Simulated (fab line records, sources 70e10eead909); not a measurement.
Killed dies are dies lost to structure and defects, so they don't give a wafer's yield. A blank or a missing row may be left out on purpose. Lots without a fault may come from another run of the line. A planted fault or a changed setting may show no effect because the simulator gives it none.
Which tool did it? | flow nand_harc | 24 lots, 72 wafers sampled, at 6 steps of a route of 1302

WHAT THE GAUGES READ, wafer by wafer
NHARC_A_CONTACT_CD_MEAS_08: target cd 200 nm.
lot  | measured     | on        | cd_nm (nm)
L075 | day 22 08:19 | cd_sem-03 | 199.0 199.8 199.4
L074 | day 22 13:50 | cd_sem-02 | 199.7 199.4 200.1
L076 | day 22 22:08 | cd_sem-03 | 199.8 200.8 200.6
L078 | day 23 12:34 | cd_sem-01 | 199.9 200.4 200.0
L077 | day 23 14:20 | cd_sem-03 | 200.6 201.5 201.6
L080 | day 24 08:57 | cd_sem-03 | 199.5 199.9 200.7
L079 | day 24 09:07 | cd_sem-01 | 199.8 200.4 200.2
L081 | day 24 20:09 | cd_sem-02 | 200.4 199.2 199.8
L082 | day 25 22:50 | cd_sem-01 | 200.6 200.2 200.1
L083 | day 26 11:41 | cd_sem-01 | 199.5 199.6 200.1
L084 | day 26 14:22 | cd_sem-01 | 200.4 199.9 200.9
L086 | day 26 16:55 | cd_sem-03 | 200.7 199.7 199.7
L085 | day 27 02:40 | cd_sem-02 | 199.0 199.1 199.2
L088 | day 27 23:13 | cd_sem-03 | 200.1 200.6 199.7
L087 | day 28 01:05 | cd_sem-02 | 200.0 200.8 200.4
L089 | day 28 04:41 | cd_sem-03 | 200.4 200.9 200.7
L090 | day 28 16:15 | cd_sem-03 | 200.1 200.0 200.0
L091 | day 29 00:49 | cd_sem-03 | 199.7 200.0 199.4
L094 | day 30 01:08 | cd_sem-01 | 201.3 199.5 200.1
L092 | day 30 04:25 | cd_sem-01 | 200.1 201.2 200.0
L093 | day 30 08:08 | cd_sem-01 | 199.9 200.2 199.6
L096 | day 30 21:02 | cd_sem-03 | 199.9 199.1 200.3
L095 | day 30 23:53 | cd_sem-01 | 200.9 200.5 200.7
L097 | day 32 07:43 | cd_sem-02 | 200.1 200.1 199.9

WHICH TOOL RAN EACH LOT (tool, then ch and the chambers of the sampled wafers, then the start)
lot  | NHARC_A_CONTACT_ETCH_90            | NHARC_A_CONTACT_ETCH_96                       | NHARC_A_CONTACT_ETCH_102           | NHARC_A_CONTACT_ETCH_133             | NHARC_A_CONTACT_DEP_85
L075 | rie_diel-13 ch 1,2,3, day 21 19:04 | rie_diel-13 ch 1,3, day 21 19:17              | rie_diel-13 ch 1,2,3, day 21 19:47 | har_cap_etch-02 ch 0,1, day 22 04:04 | pecvd-03 ch 0,1, day 22 07:45
L074 | rie_diel-06 ch 1,2, day 21 23:31   | rie_diel-06 ch 0,1,2, day 21 23:41            | rie_diel-01 ch 0,2, day 22 00:04   | har_cap_etch-02 ch 0,1, day 22 09:07 | pecvd-04 ch 1,2, day 22 13:08
L076 | rie_diel-13 ch 1,2,3, day 22 07:45 | rie_diel-13 ch 0,2,3, day 22 08:16 or earlier | rie_diel-06 ch 0,1,2, day 22 08:16 | har_cap_etch-01 ch 0,1, day 22 16:25 | pecvd-01 ch 1,2, day 22 21:26
L078 | rie_diel-01 ch 0,2, day 22 23:22   | rie_diel-01 ch 0,3, day 22 23:54 or earlier   | rie_diel-06 ch 0,2, day 22 23:54   | har_cap_etch-03 ch 0,1, day 23 08:09 | pecvd-01 ch 0,2, day 23 11:58
L077 | rie_diel-01 ch 0,2,3, day 22 23:49 | rie_diel-01 ch 1,2,3, day 23 00:19 or earlier | rie_diel-13 ch 0,1,2, day 23 00:19 | har_cap_etch-02 ch 0,1, day 23 08:20 | pecvd-03 ch 0,1,2, day 23 13:37
L080 | rie_diel-06 ch 1,2, day 23 15:45   | rie_diel-06 ch 1,3, day 23 16:16 or earlier   | rie_diel-06 ch 0,1, day 23 16:16   | har_cap_etch-01 ch 1, day 24 00:31   | pecvd-03 ch 0,2, day 24 08:14
L079 | rie_diel-06 ch 0,3, day 23 17:34   | rie_diel-06 ch 0,3, day 23 18:05 or earlier   | rie_diel-06 ch 0,2, day 23 18:05   | har_cap_etch-03 ch 0,1, day 24 04:20 | pecvd-01 ch 0,1, day 24 08:22
L081 | rie_diel-13 ch 1,2,3, day 24 07:07 | rie_diel-13 ch 0,2,3, day 24 07:37 or earlier | rie_diel-06 ch 0,2, day 24 07:37   | har_cap_etch-02 ch 0,1, day 24 15:47 | pecvd-03 ch 0,2, day 24 19:29
L082 | rie_diel-06 ch 0,1,3, day 25 08:09 | rie_diel-06 ch 0,1,3, day 25 08:40 or earlier | rie_diel-06 ch 1,2,3, day 25 08:40 | har_cap_etch-02 ch 0,1, day 25 16:37 | pecvd-01 ch 0,1, day 25 22:06
L083 | rie_diel-13 ch 0,1,3, day 25 20:17 | rie_diel-13 ch 0,3, day 25 20:46 or earlier   | rie_diel-06 ch 1,2, day 25 20:46   | har_cap_etch-03 ch 0,1, day 26 07:29 | pecvd-01 ch 0,1,2, day 26 11:07
L084 | rie_diel-01 ch 0,2,3, day 25 23:08 | rie_diel-01 ch 0,1,3, day 25 23:39 or earlier | rie_diel-01 ch 0,2,3, day 25 23:39 | har_cap_etch-02 ch 0,1, day 26 09:04 | pecvd-01 ch 1,2, day 26 13:37
L086 | rie_diel-06 ch 0,1,3, day 26 02:07 | rie_diel-06 ch 1,2,3, day 26 02:46 or earlier | rie_diel-13 ch 0,1,2, day 26 02:46 | har_cap_etch-03 ch 0,1, day 26 12:29 | pecvd-03 ch 0,1,2, day 26 16:12
L085 | rie_diel-01 ch 1,2, day 26 10:51   | rie_diel-01 ch 0,1,2, day 26 11:21 or earlier | rie_diel-06 ch 0,1, day 26 11:21   | har_cap_etch-02 ch 0,1, day 26 20:53 | pecvd-04 ch 0,2, day 27 02:01
L088 | rie_diel-06 ch 0,1,2, day 27 04:03 | rie_diel-06 ch 1,2,3, day 27 04:34 or earlier | rie_diel-06 ch 1,2,3, day 27 04:34 | har_cap_etch-02 ch 0,1, day 27 13:04 | pecvd-03 ch 0,2, day 27 22:35
L087 | rie_diel-13 ch 0,2, day 27 06:41   | rie_diel-13 ch 1,3, day 27 07:20 or earlier   | rie_diel-13 ch 1,2, day 27 07:20   | har_cap_etch-03 ch 0,1, day 27 15:31 | pecvd-01 ch 1,2, day 28 00:26
L089 | rie_diel-01 ch 0,1,2, day 27 10:24 | rie_diel-01 ch 0,2,3, day 27 10:54 or earlier | rie_diel-01 ch 0,1,3, day 27 10:54 | har_cap_etch-01 ch 0,1, day 28 00:13 | pecvd-04 ch 0,2, day 28 03:59
L090 | rie_diel-06 ch 1,2,3, day 28 02:35 | rie_diel-06 ch 1,2,3, day 28 03:05 or earlier | rie_diel-13 ch 1,2,3, day 28 03:05 | har_cap_etch-01 ch 0, day 28 11:09   | pecvd-04 ch 0,1,2, day 28 15:41
L091 | rie_diel-01 ch 0,1,3, day 28 08:08 | rie_diel-01 ch 0,2,3, day 28 09:11 or earlier | rie_diel-06 ch 0,3, day 28 09:11   | har_cap_etch-02 ch 0,1, day 28 18:13 | pecvd-04 ch 0,1, day 29 00:16
L094 | rie_diel-06 ch 1,2,3, day 29 10:10 | rie_diel-06 ch 1,2, day 29 10:38 or earlier   | rie_diel-13 ch 0,3, day 29 10:38   | har_cap_etch-02 ch 0,1, day 29 20:41 | pecvd-01 ch 0,2, day 30 00:28
L092 | rie_diel-06 ch 0,1, day 29 10:56   | rie_diel-06 ch 2,3, day 29 11:28 or earlier   | rie_diel-13 ch 0,1,3, day 29 11:28 | har_cap_etch-03 ch 0,1, day 29 21:40 | pecvd-04 ch 0,2, day 30 03:42
L093 | rie_diel-13 ch 0,1,2, day 29 18:17 | rie_diel-13 ch 1,2,3, day 29 18:47 or earlier | rie_diel-13 ch 1,3, day 29 18:47   | har_cap_etch-01 ch 0,1, day 30 02:49 | pecvd-03 ch 0,1,2, day 30 07:25
L096 | rie_diel-06 ch 2,3, day 30 07:08   | rie_diel-06 ch 1,3, day 30 07:40 or earlier   | rie_diel-06 ch 0,1, day 30 07:40   | har_cap_etch-02 ch 0,1, day 30 16:32 | pecvd-04 ch 0,1,2, day 30 20:20
L095 | rie_diel-06 ch 0,1, day 30 07:57   | rie_diel-06 ch 0,1,3, day 30 08:50 or earlier | rie_diel-06 ch 0,1, day 30 08:50   | har_cap_etch-01 ch 0,1, day 30 19:41 | pecvd-03 ch 0,1,2, day 30 23:19
L097 | rie_diel-06 ch 0,1, day 31 14:49   | rie_diel-06 ch 0,1,3, day 31 15:19 or earlier | rie_diel-06 ch 2,3, day 31 15:19   | har_cap_etch-03 ch 0,1, day 32 00:50 | pecvd-03 ch 0,1,2, day 32 07:01
- NHARC_A_CONTACT_ETCH_90: etches the open film in CH3F/O2, target depth 40 nm, time 85.7 s.
- NHARC_A_CONTACT_ETCH_96: etches the open film in C4F6/O2, target depth 20 nm, time 10 s.
- NHARC_A_CONTACT_ETCH_102: etches the open film in CF4/O2, target depth 100 nm, overetch 10 nm, time 55 s.
- NHARC_A_CONTACT_ETCH_133: etches the open film in C4F8/O2/Ar, time 374 s, target depth 1610 nm.
- NHARC_A_CONTACT_DEP_85: deposits SiON, target thk 60 nm.

WHAT THE TOOLS THEMSELVES READ (means of the sampled wafers that have a number; where no wafer has one, the mark that the record gives instead)
NHARC_A_CONTACT_ETCH_90.
lot  | tool        | drypump_motor_current_A (A) | oes_product_au (a.u.) | rf_vpp_V (V) | showerhead_plenum_p_Torr (Torr) | throttle_valve_pct (%)
L075 | rie_diel-13 | 5.6                         | 0.94                  | 246.0        | 2.58                            | 20.660
L074 | rie_diel-06 | 5.5                         | 0.95                  | 245.9        | 2.53                            | 20.668
L076 | rie_diel-13 | 5.6                         | 0.94                  | 245.8        | 2.58                            | 20.667
L078 | rie_diel-01 | 5.9                         | 0.93                  | 243.0        | 2.36                            | 20.666
L077 | rie_diel-01 | 5.6                         | 0.91                  | 243.4        | 2.40                            | 20.664
L080 | rie_diel-06 | 5.5                         | 0.92                  | 245.1        | 2.53                            | 20.658
L079 | rie_diel-06 | 5.8                         | 0.92                  | 243.4        | 2.44                            | 20.665
L081 | rie_diel-13 | 5.6                         | 1.01                  | 246.5        | 2.57                            | 20.663
L082 | rie_diel-06 | 5.6                         | 0.92                  | 243.9        | 2.41                            | 20.669
L083 | rie_diel-13 | 5.9                         | 0.93                  | 244.7        | 2.47                            | 20.661
L084 | rie_diel-01 | 5.7                         | 0.99                  | 243.1        | 2.40                            | 20.657
L086 | rie_diel-06 | 5.7                         | 0.99                  | 243.4        | 2.41                            | 20.658
L085 | rie_diel-01 | 5.7                         | 1.01                  | 243.7        | 2.39                            | 20.658
L088 | rie_diel-06 | 5.6                         | 0.92                  | 244.7        | 2.50                            | 20.673
L087 | rie_diel-13 | 5.8                         | 0.91                  | 243.8        | 2.47                            | 20.662
L089 | rie_diel-01 | 5.9                         | 0.93                  | 243.8        | 2.38                            | 20.667
L090 | rie_diel-06 | 5.5                         | 1.00                  | 244.8        | 2.44                            | 20.660
L091 | rie_diel-01 | 5.6                         | 0.99                  | 243.8        | 2.43                            | 20.668
L094 | rie_diel-06 | 5.5                         | 1.00                  | 243.6        | 2.44                            | 20.664
L092 | rie_diel-06 | 5.7                         | 0.93                  | 245.3        | 2.46                            | 20.668
L093 | rie_diel-13 | 6.0                         | 0.93                  | 245.2        | 2.47                            | 20.673
L096 | rie_diel-06 | 5.6                         | 1.01                  | 242.9        | 2.41                            | 20.665
L095 | rie_diel-06 | 5.6                         | 0.92                  | 243.7        | 2.43                            | 20.665
L097 | rie_diel-06 | 5.6                         | 0.99                  | 243.9        | 2.43                            | 20.671

NHARC_A_CONTACT_ETCH_96.
lot  | tool        | drypump_motor_current_A (A) | oes_product_au (a.u.) | rf_vpp_V (V) | showerhead_plenum_p_Torr (Torr) | throttle_valve_pct (%)
L075 | rie_diel-13 | 5.8                         | 0.999                 | 550          | 4.11                            | 26.898
L074 | rie_diel-06 | 5.6                         | 0.966                 | 548          | 3.99                            | 26.906
L076 | rie_diel-13 | 5.7                         | 0.959                 | 547          | 3.95                            | 26.910
L078 | rie_diel-01 | 5.5                         | 0.920                 | 547          | 3.91                            | 26.894
L077 | rie_diel-01 | 5.5                         | 0.944                 | 548          | 3.91                            | 26.904
L080 | rie_diel-06 | 5.5                         | 0.939                 | 546          | 3.81                            | 26.897
L079 | rie_diel-06 | 5.8                         | 0.937                 | 545          | 3.89                            | 26.902
L081 | rie_diel-13 | 5.7                         | 1.007                 | 547          | 3.94                            | 26.900
L082 | rie_diel-06 | 5.6                         | 0.941                 | 546          | 3.85                            | 26.906
L083 | rie_diel-13 | 5.6                         | 0.949                 | 547          | 3.91                            | 26.901
L084 | rie_diel-01 | 5.7                         | 0.999                 | 547          | 3.88                            | 26.898
L086 | rie_diel-06 | 5.6                         | 1.000                 | 546          | 3.90                            | 26.902
L085 | rie_diel-01 | 5.9                         | 1.008                 | 545          | 3.81                            | 26.896
L088 | rie_diel-06 | 5.5                         | 0.938                 | 547          | 3.90                            | 26.903
L087 | rie_diel-13 | 5.5                         | 0.969                 | 550          | 4.05                            | 26.900
L089 | rie_diel-01 | 5.7                         | 0.944                 | 544          | 3.82                            | 26.896
L090 | rie_diel-06 | 5.5                         | 1.004                 | 546          | 3.89                            | 26.902
L091 | rie_diel-01 | 5.7                         | 0.991                 | 545          | 3.82                            | 26.901
L094 | rie_diel-06 | 5.5                         | 1.002                 | 549          | 4.02                            | 26.900
L092 | rie_diel-06 | 5.6                         | 0.956                 | 548          | 3.98                            | 26.918
L093 | rie_diel-13 | 5.6                         | 0.946                 | 550          | 4.06                            | 26.901
L096 | rie_diel-06 | 5.5                         | 0.997                 | 544          | 3.80                            | 26.901
L095 | rie_diel-06 | 5.6                         | 0.947                 | 546          | 3.84                            | 26.904
L097 | rie_diel-06 | 5.7                         | 0.993                 | 545          | 3.84                            | 26.909

NHARC_A_CONTACT_ETCH_102.
lot  | tool        | drypump_motor_current_A (A) | oes_f_703_au (a.u.) | oes_product_au (a.u.) | rf_vpp_V (V) | showerhead_plenum_p_Torr (Torr) | throttle_valve_pct (%)
L075 | rie_diel-13 | 5.6                         | 1.001               | 1.012                 | 199.1        | 1.40                            | 13.401
L074 | rie_diel-01 | 6.0                         | 1.001               | 1.004                 | 196.5        | 1.28                            | 13.401
L076 | rie_diel-06 | 5.6                         | 1.000               | 0.998                 | 198.4        | 1.36                            | 13.396
L078 | rie_diel-06 | 5.7                         | 0.996               | 1.005                 | 198.7        | 1.39                            | 13.399
L077 | rie_diel-13 | 6.0                         | 1.002               | 1.002                 | 198.8        | 1.35                            | 13.392
L080 | rie_diel-06 | 5.6                         | 0.999               | 0.990                 | 197.6        | 1.32                            | 13.396
L079 | rie_diel-06 | 5.6                         | 0.997               | 0.994                 | 199.0        | 1.39                            | 13.394
L081 | rie_diel-06 | 5.8                         | 1.003               | 0.990                 | 198.0        | 1.37                            | 13.398
L082 | rie_diel-06 | 5.5                         | 1.005               | 0.999                 | 197.5        | 1.33                            | 13.395
L083 | rie_diel-06 | 5.5                         | 1.005               | 1.002                 | 198.8        | 1.38                            | 13.403
L084 | rie_diel-01 | 5.7                         | 0.998               | 0.997                 | 197.3        | 1.30                            | 13.400
L086 | rie_diel-13 | 6.0                         | 1.002               | 1.002                 | 198.7        | 1.35                            | 13.394
L085 | rie_diel-06 | 5.7                         | 1.004               | 0.984                 | 197.5        | 1.34                            | 13.400
L088 | rie_diel-06 | 5.5                         | 1.000               | 0.998                 | 197.0        | 1.33                            | 13.396
L087 | rie_diel-13 | 5.9                         | 0.999               | 0.997                 | 199.5        | 1.40                            | 13.409
L089 | rie_diel-01 | 5.7                         | 0.999               | 0.995                 | 197.8        | 1.32                            | 13.397
L090 | rie_diel-13 | 5.6                         | 1.005               | 0.991                 | 198.7        | 1.39                            | 13.389
L091 | rie_diel-06 | 5.8                         | 1.001               | 0.989                 | 197.3        | 1.32                            | 13.401
L094 | rie_diel-13 | 5.9                         | 0.999               | 1.011                 | 197.1        | 1.28                            | 13.395
L092 | rie_diel-13 | 5.9                         | 1.004               | 1.008                 | 198.1        | 1.33                            | 13.402
L093 | rie_diel-13 | 5.8                         | 0.998               | 1.003                 | 199.3        | 1.39                            | 13.397
L096 | rie_diel-06 | 5.7                         | 0.998               | 0.992                 | 197.7        | 1.34                            | 13.400
L095 | rie_diel-06 | 5.7                         | 1.001               | 0.992                 | 197.8        | 1.33                            | 13.399
L097 | rie_diel-06 | 5.6                         | 1.002               | 1.014                 | 198.0        | 1.35                            | 13.407

NHARC_A_CONTACT_DEP_85.
lot  | tool     | heater_power_w (W)
L075 | pecvd-03 | 676
L074 | pecvd-04 | 861
L076 | pecvd-01 | 731
L078 | pecvd-01 | 761
L077 | pecvd-03 | 665
L080 | pecvd-03 | 844
L079 | pecvd-01 | 735
L081 | pecvd-03 | 798
L082 | pecvd-01 | 728
L083 | pecvd-01 | 784
L084 | pecvd-01 | 806
L086 | pecvd-03 | 705
L085 | pecvd-04 | 859
L088 | pecvd-03 | 739
L087 | pecvd-01 | 733
L089 | pecvd-04 | 814
L090 | pecvd-04 | 788
L091 | pecvd-04 | 754
L094 | pecvd-01 | 787
L092 | pecvd-04 | 760
L093 | pecvd-03 | 742
L096 | pecvd-04 | 829
L095 | pecvd-03 | 711
L097 | pecvd-03 | 769

THE ANSWER, worked out from the rows above alone
Rule: what is usual is taken from the lots themselves. Put in order of their means at a reading, lots are off if they are a third of the lots or fewer, leave a main group of 4 or more, and stand apart from it by a gap of 3 or more times the standard deviation of the main group's means; of several such gaps the widest counts. A main group whose means are all the same, to the digits that the tables above print for the reading, isn't used. A lot without any number at a reading at which 4 lots or more have one is off too. The other lots that the step has rows for count as sound. The gauges are gone through in route order, then the tools' own readings, and for those a lot's mean is taken as printed above. The first step at which some lot is off is used, and at that step the reading that is off furthest; a lot without a number counts as furthest.
No lot is off at any reading shown: from this, nothing can be told.

WHAT THE SIMULATOR HAD PUT IN
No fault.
